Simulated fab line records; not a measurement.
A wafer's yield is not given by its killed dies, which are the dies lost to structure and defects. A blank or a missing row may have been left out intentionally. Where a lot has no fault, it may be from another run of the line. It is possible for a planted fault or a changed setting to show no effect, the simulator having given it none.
Matching of chambers :: flow nandHarc :: NHARC_A_STAIRCASE_STRIP_476 on rieDiel-07: 4 sister chambers
The step strips in O2, time 20 s. 4 wafers are shown with their chamber, then 9 later ones without.

## EACH WAFER AND ITS CHAMBER
wafer: L080.4
chamber: 1
drypumpMotorCurrentA (A): 6.3

wafer: L093.2
chamber: 2
drypumpMotorCurrentA (A): 5.9

wafer: L093.4
chamber: 0
drypumpMotorCurrentA (A): 5.8

wafer: L093.5
chamber: 3
drypumpMotorCurrentA (A): 4.9

## WAFERS WITHOUT THEIR CHAMBER
wafer: L094.2
drypumpMotorCurrentA (A): 6.3

wafer: L094.3
drypumpMotorCurrentA (A): 6.0

wafer: L094.5
drypumpMotorCurrentA (A): 4.9

wafer: L096.1
drypumpMotorCurrentA (A): 6.3

wafer: L096.3
drypumpMotorCurrentA (A): 5.9

wafer: L096.4
drypumpMotorCurrentA (A): 4.9

wafer: L097.1
drypumpMotorCurrentA (A): 5.9

wafer: L097.4
drypumpMotorCurrentA (A): 4.9

wafer: L097.5
drypumpMotorCurrentA (A): 6.3

## CHAMBER TAKEN BY EACH
wafer: L094.2
from the rows above: 1
in truth: 1

wafer: L094.3
from the rows above: 2
in truth: 2

wafer: L094.5
from the rows above: 3
in truth: 3

wafer: L096.1
from the rows above: 1
in truth: 1

wafer: L096.3
from the rows above: 2
in truth: 2

wafer: L096.4
from the rows above: 3
in truth: 3

wafer: L097.1
from the rows above: 2
in truth: 2

wafer: L097.4
from the rows above: 3
in truth: 3

wafer: L097.5
from the rows above: 1
in truth: 1
Correct placement for 9 of the 9. Can't be placed from these rows: 0. Number placed wrongly: 0.
How it was worked out, from the rows above alone: a wafer's distance from a chamber is the root of the sum, over the readings, of the square of ((its reading less the chamber's mean) divided by the reading's scatter). If the next closest chamber is less than 2 further off than the closest, the wafer can't be placed; otherwise it belongs to the closest. For every chamber, the mean is computed from those of its wafers that are shown. The scatter (one wafer shown for each chamber): square how far every hidden wafer sits from the nearest shown wafer, average those squares and take the square root.
